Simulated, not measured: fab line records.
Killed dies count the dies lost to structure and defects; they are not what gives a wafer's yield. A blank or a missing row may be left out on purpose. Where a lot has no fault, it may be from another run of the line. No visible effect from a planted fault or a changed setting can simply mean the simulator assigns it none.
Matching of chambers + flow n5_finfet + rie_diel-02 running N5_BEOL_M13_DESCUM_15: 4 sister chambers
The step chemistry O2, time 7.9 s. 4 wafers are shown with their chamber, then 8 later ones without.

WAFERS, EACH WITH ITS CHAMBER
| wafer  | chamber | showerhead_plenum_p_Torr (Torr) |
|--------|---------|---------------------------------|
| L085.5 | 0       | 1.93                            |
| L086.3 | 1       | 2.06                            |
| L086.6 | 2       | 2.02                            |
| L087.3 | 3       | 2.12                            |

WAFERS WITHOUT THEIR CHAMBER
| wafer  | showerhead_plenum_p_Torr (Torr) |
|--------|---------------------------------|
| L087.5 | 1.92                            |
| L087.6 | 2.12                            |
| L095.2 | 2.01                            |
| L095.5 | 2.01                            |
| L095.6 | 1.92                            |
| L094.3 | 2.01                            |
| L094.4 | 1.92                            |
| L094.6 | 2.01                            |

CHAMBER TAKEN BY EACH
| wafer  | from the rows above | in truth |
|--------|---------------------|----------|
| L087.5 | 0                   | 0        |
| L087.6 | 3                   | 3        |
| L095.2 | 2                   | 2        |
| L095.5 | 2                   | 2        |
| L095.6 | 0                   | 0        |
| L094.3 | 2                   | 2        |
| L094.4 | 0                   | 0        |
| L094.6 | 2                   | 2        |
8 of 8 placed correctly. Can't be placed from these rows: 0. 0 placed wrongly.
How it was worked out, from the rows above alone: a wafer's distance from a chamber is the root of the sum, over the readings, of the square of ((its reading less the chamber's mean) divided by the reading's scatter). The wafer belongs to the nearest chamber; if the next one is less than 2 further off, it can't be placed. A chamber's mean is the mean of its shown wafers. The scatter (one wafer shown for each chamber): square how far every hidden wafer sits from the nearest shown wafer, average those squares and take the square root.
